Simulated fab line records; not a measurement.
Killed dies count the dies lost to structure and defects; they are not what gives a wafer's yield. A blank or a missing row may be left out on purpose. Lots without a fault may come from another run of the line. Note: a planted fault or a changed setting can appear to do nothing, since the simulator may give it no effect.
What tool caused it? ; flow nand-harc ; 33 wafers from 11 lots sampled at 4 of the route's 1302 steps

## WHAT THE GAUGES SHOWED, per wafer
NHARC_P_STI_OCD_MEAS_43.
lot;measured;on;trench-depth-nm (nm);trench-foot-cd-nm (nm)
L627;day 3 07:56;ocd-02;302.6 302.1 303.7;158.8 159.3 157.1
L628;day 3 17:54;ocd-01;301.5 302.6 300.2;157.3 157.8 160.0
L631;day 4 23:57;ocd-02;299.0 294.9 299.0;158.3 160.2 158.4
L632;day 5 07:40;ocd-02;304.5 299.8 303.5;156.5 159.0 158.1
L637;day 7 12:02;ocd-01;303.6 304.7 306.3;158.7 159.0 159.1
L638;day 7 20:19;ocd-01;306.1 305.4 304.1;159.3 157.1 156.9
L640;day 8 19:27;ocd-01;299.0 302.5 300.7;161.9 158.8 158.5
L642;day 9 14:38;ocd-01;303.2 298.5 302.1;157.5 158.6 156.9
L646;day 11 06:58;ocd-01;303.9 302.2 304.4;156.9 157.1 157.2
L647;day 11 13:46;ocd-01;295.1 296.9 295.3;158.0 158.5 159.6
L648;day 13 06:22;ocd-02;297.7 296.4 296.9;158.0 158.9 156.9

NHARC_P_GATE_CD_MEAS_11 targets a cd of 1640 nm.
lot;measured;on;cd-nm (nm)
L627;day 5 01:06;cd-sem-01;1639.6 1640.2 1639.9
L628;day 5 01:16;cd-sem-03;1640.8 1642.0 1640.8
L631;day 6 14:05;cd-sem-03;1640.9 1640.2 1642.0
L632;day 6 19:57;cd-sem-02;1638.4 1638.1 1639.0
L637;day 8 22:16;cd-sem-02;1642.2 1641.1 1642.7
L638;day 9 06:26;cd-sem-01;1640.6 1639.5 1641.7
L640;day 10 11:18;cd-sem-01;1640.4 1638.9 1638.6
L642;day 11 01:54;cd-sem-02;1642.6 1642.1 1639.8
L646;day 12 16:23;cd-sem-02;1641.2 1641.2 1641.0
L647;day 12 23:48;cd-sem-01;1638.9 1639.0 1640.2
L648;day 14 21:40;cd-sem-01;1642.1 1641.3 1643.1

NHARC_P_GATE_CD_MEAS_26 targets a cd of 120 nm.
lot;measured;on;cd-nm (nm)
L627;day 5 17:51;cd-sem-02;119.6 119.8 120.4
L628;day 5 17:12;cd-sem-02;120.2 120.4 119.6
L631;day 7 04:01;cd-sem-02;119.7 120.5 120.0
L632;day 7 12:44;cd-sem-02;120.6 120.3 120.1
L637;day 9 16:39;cd-sem-03;120.2 119.8 120.1
L638;day 9 20:32;cd-sem-02;119.5 119.5 119.6
L640;day 11 02:00;cd-sem-01;123.5 123.2 123.3
L642;day 11 15:42;cd-sem-03;123.1 123.1 122.7
L646;day 13 06:17;cd-sem-03;119.8 119.8 119.4
L647;day 13 14:30;cd-sem-02;120.1 119.2 119.8
L648;day 15 12:23;cd-sem-02;121.0 120.6 119.8

## WHAT TOOL EACH LOT RAN ON (gives the tool, then ch and the chambers of the sampled wafers, and finally the start)
lot;NHARC_P_GATE_PEB_24
L627;litho-track-06 ch 0, day 5 17:46
L628;litho-track-01 ch 0, day 5 17:07
L631;litho-track-06 ch 0, day 7 03:56
L632;litho-track-06 ch 0, day 7 12:40
L637;litho-track-06 ch 0, day 9 16:34
L638;litho-track-01 ch 0, day 9 20:28
L640;litho-track-06 ch 0, day 11 01:55
L642;litho-track-06 ch 0, day 11 15:37
L646;litho-track-01 ch 0, day 13 06:11
L647;litho-track-01 ch 0, day 13 14:25
L648;litho-track-01 ch 0, day 15 12:19
- NHARC_P_GATE_PEB_24: peb time 65 s.

## AS READ BY THE TOOLS THEMSELVES (means over the sampled wafers that have a number; for cases with no such wafer, the mark the record gives instead)
NHARC_P_GATE_PEB_24.
lot;tool;exhaust-pa (Pa);heater-power-total-W (W);plate-temp-C (C)
L627;litho-track-06;45.9;156.8;99.86
L628;litho-track-01;44.2;156.8;100.05
L631;litho-track-06;45.5;156.4;100.05
L632;litho-track-06;44.7;156.7;99.97
L637;litho-track-06;44.6;157.0;99.85
L638;litho-track-01;45.0;157.1;100.13
L640;litho-track-06;45.4;155.2;99.06
L642;litho-track-06;44.8;154.7;99.25
L646;litho-track-01;44.3;157.0;99.99
L647;litho-track-01;44.6;156.8;100.05
L648;litho-track-01;45.0;156.7;99.93

## THE ANSWER, worked out from the rows above alone
Rule: the usual values come from the lots themselves. The widest of any qualifying gaps counts: lots, ordered by their means at a reading, are off when they make up no more than a third of the lots, leave a main group of 4 or more, and stand apart from it by 3 or more times the standard deviation of that group's means. A main group is skipped when, at the precision printed for the reading in the tables above, its means are all equal. Also off: a lot with no number at a reading for which 4 or more lots have one. All remaining lots with rows at the step are treated as sound. The gauges are gone through in route order, then the tools' own readings, and for those a lot's mean is taken as printed above. The first step at which some lot is off is used, and at that step the reading that is off furthest; a lot without a number counts as furthest.
Off at NHARC_P_GATE_CD_MEAS_26 (cd-nm): L640, L642. The main group has a mean of 120.0 nm with a standard deviation of 0.29.
If a tool, at a process step before that reading, ran all the lots that are off and no sound lot after the first of them, it fits. The gauges at NHARC_P_GATE_CD_MEAS_26 aren't tried: what is off there is off at NHARC_P_GATE_PEB_24 too, on other tools, and a gauge's error can't cause that. One candidate fits, namely litho-track-06 at NHARC_P_GATE_PEB_24. A fault onset in the window from L637 (day 9 16:34, its last sound lot) to L640 (day 11 01:55, its first lot off) fits.
The tool's own readings at NHARC_P_GATE_PEB_24 bear it out: on the lots that are off they differ by more than 5 times the standard deviation of the sound lots' means. heater-power-total-W reads 154.9 W there against 156.8 W on the sound lots; plate-temp-C reads 99.16 C there against 99.99 C on the sound lots.

## WHAT THE SIMULATOR HAD INSERTED
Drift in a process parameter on litho-track-06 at NHARC_P_GATE_PEB_24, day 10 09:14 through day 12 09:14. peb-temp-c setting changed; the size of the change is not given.
Lots struck among those shown: L640, L642. The same result came from the rule above.
